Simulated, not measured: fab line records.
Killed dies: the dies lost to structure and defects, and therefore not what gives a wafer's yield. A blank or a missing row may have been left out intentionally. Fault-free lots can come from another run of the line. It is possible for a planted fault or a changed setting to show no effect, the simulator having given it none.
Code-filled problem report in 8D (eight disciplines) form ; flow n5-finfet ; the parts of the form that need people (team, actions taken, sign-off) are left out

## 1. WHAT IS WRONG
Mean of susceptor-temp-C at N5_BEOL_M15_ILD_DEP_00: 397.74 C across 3 wafers in 2 lots; on wafers with no fault it is 399.98 C (standard deviation 0.22). That puts it -10 standard deviations away from the usual mean.
The step: deposits SiO2 from TEOS/O2, target thk 1629.3 nm, time 346.1 s.
The first sign was on wafer L682.6 at day 13 22:34, on pecvd-04. Wafers with a number at this step in the record: 32, from 11 lots. The rule behind "out" and "out of limits": a value lying over 4 standard deviations away from the usual mean. All remaining wafers that have a number are taken as sound.

## 2. WHAT THIS IS AND IS NOT
question;is;is not
which readings at this step;susceptor-temp-C;heater-power-w, showerhead-plenum-p-Torr, throttle-valve-pct
which lots;L682, L683;L675, L677, L688, L689, L690, L693, L694, L695, L697
which wafers of those lots;L682.6, L683.3, L683.4;L682.1, L682.2, L683.1
read on which tools;pecvd-04;pecvd-01, pecvd-03
when;from day 13 22:34;"up to then (8 sound wafers); but 21 sound wafers of L683, L688, L689, L690, L693, L694, L695, L697 came after"

## 3. SUSPECTS, AND WHAT RULES EACH OUT
Counting: any tool at a process step up to the reading remains a suspect provided it ran every lot that is out. Sound lots after the first of them don't rule it out here, since some wafers of a struck lot are sound.
- cmp-01 at N5_BEOL_M14_CMP_49 (polishes, stops on SiO2, t overpolish 5.2 s, target thk 560 nm): kept. Ran every lot that is out, first one L682 (day 13 22:10); last sound lot up to then L675 (day 12 11:22).
- pecvd-04 at N5_BEOL_M15_ILD_DEP_00 (deposits SiO2 from TEOS/O2, target thk 1629.3 nm, time 346.1 s): kept. Ran every lot that is out, first one L682 (day 13 22:34); last sound lot up to then L677 (day 12 18:31). On those wafers its own readings are out: susceptor-temp-C.
- At N5_BEOL_M15_ILD_DEP_00, inside pecvd-04: chamber 1 took the wafers that are out, while their sound lot-mates went through chambers 0, 2.
After counting, cmp-01 at N5_BEOL_M14_CMP_49 and pecvd-04 at N5_BEOL_M15_ILD_DEP_00 remain.

## 4. THE CAUSE (what the simulator had put in)
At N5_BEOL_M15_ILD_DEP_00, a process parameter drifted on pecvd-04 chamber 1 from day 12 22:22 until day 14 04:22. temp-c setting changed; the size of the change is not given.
After counting, 2 suspects remain, this tool included.

## 5. THE CHAIN OF EFFECTS, in route order
Each row: a reading whose mean over the struck wafers that have a number lies more than 3 standard deviations from the usual. Scope: only readings with a usual standard deviation given in the record; hours: median across lots of the time from each lot's start at the first step in this table that gives one to its start at this step; sigmas: change in usual standard deviations.
hours;step;reading;usual;on struck wafers;change;sigmas
0;N5_BEOL_M15_ILD_DEP_00;susceptor-temp-C;399.98 C;397.74;-2.24;-10
Here are the process steps it includes:
- N5_BEOL_M15_ILD_DEP_00: deposits SiO2 from TEOS/O2, target thk 1629.3 nm, time 346.1 s.

## 6. HOW IT WOULD HAVE BEEN CAUGHT EARLIER
In this record no reading fell out of limits until day 13 22:34, 24 hours after the fault had begun at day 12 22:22.
